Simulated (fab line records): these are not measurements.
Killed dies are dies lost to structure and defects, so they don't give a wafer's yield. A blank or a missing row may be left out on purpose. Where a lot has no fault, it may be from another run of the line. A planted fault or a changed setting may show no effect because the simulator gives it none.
8D (eight disciplines) problem report, filled in by code	flow n5_finfet	the parts of the form that need people (team, actions taken, sign-off) are left out

1. WHAT IS WRONG
Wafers without a fault read 124.5 s, standard deviation 0.4; run_length_s at N5_BEOL_M0_CO_CAP_123 reads a mean of 184.6 s on 3 wafers belonging to 3 lots. So: +99 or more standard deviations from the usual mean.
The step: material Co, precursor CCTBA/H2, target thk 2 nm, time 102.1 s.
First seen on wafer L335.6, day 9 16:40, on cvd_co-02. At this step, 29 wafers from 10 lots have a number in the record. By rule, "out" or "out of limits" means more than 4 standard deviations away from the usual mean. The rest of the wafers with a number are treated as sound.

2. WHAT THIS IS AND IS NOT
question	is	is not
which readings at this step	run_length_s	chamber_pressure_Torr, heater_power_w, susceptor_temp_C
which lots	L335, L338, L339	L326, L329, L331, L332, L341, L345, L346
which wafers of those lots	L335.6, L338.5, L339.5	L335.2, L335.3, L338.2, L338.4, L339.2
read on which tools	cvd_co-02	cvd_co-01
when	from day 9 16:40	up to then (14 sound wafers); but 12 sound wafers of L338, L339, L341, L345, L346 came after

3. SUSPECTS, AND WHAT RULES EACH OUT
Counting: if a tool at a process step up to the reading ran every lot that is out, it stays a suspect. Sound lots after the first of them don't rule it out here, since some wafers of a struck lot are sound.
- cvd_co-02 at N5_BEOL_M0_CO_CAP_123 (material Co, precursor CCTBA/H2, target thk 2 nm, time 102.1 s): kept. It processed each lot that is out (first: L335, day 9 16:40); up to then, its last sound lot is L331 (day 8 07:41). Its own run_length_s readings are out on those wafers.
Left after counting: cvd_co-02 at N5_BEOL_M0_CO_CAP_123.

4. THE CAUSE (what the simulator had put in)
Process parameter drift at N5_BEOL_M0_CO_CAP_123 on cvd_co-02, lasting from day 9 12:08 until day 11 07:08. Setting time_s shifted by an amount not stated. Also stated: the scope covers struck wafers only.
After counting, this tool was the only one left.

5. SEQUENCE OF EFFECTS, ordered by route
One row per reading whose mean, taken over the struck wafers that have a number, lies over 3 standard deviations from the usual. Only readings whose record carries a usual standard deviation are examined. hours: median over the lots of the time between each lot's start at the first step of this table that gives one and its start at this step. sigmas: the change, counted in usual standard deviations.
hours	step	reading	usual	on struck wafers	change	sigmas
0	N5_BEOL_M0_CO_CAP_123	run_length_s	124.5 s	184.6	+60.1	+99 or more
Process steps it contains:
- N5_BEOL_M0_CO_CAP_123: material Co, precursor CCTBA/H2, target thk 2 nm, time 102.1 s.
Later steps that measure or inspect, where all struck wafers having a row at the step show a number for every such reading and not one has moved that far: N5_BEOL_M4_RC_MEAS_101.

6. HOW IT WOULD HAVE BEEN CAUGHT EARLIER
The fault began at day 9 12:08; the first out-of-limits reading in this record came at day 9 16:40, 5 hours later.
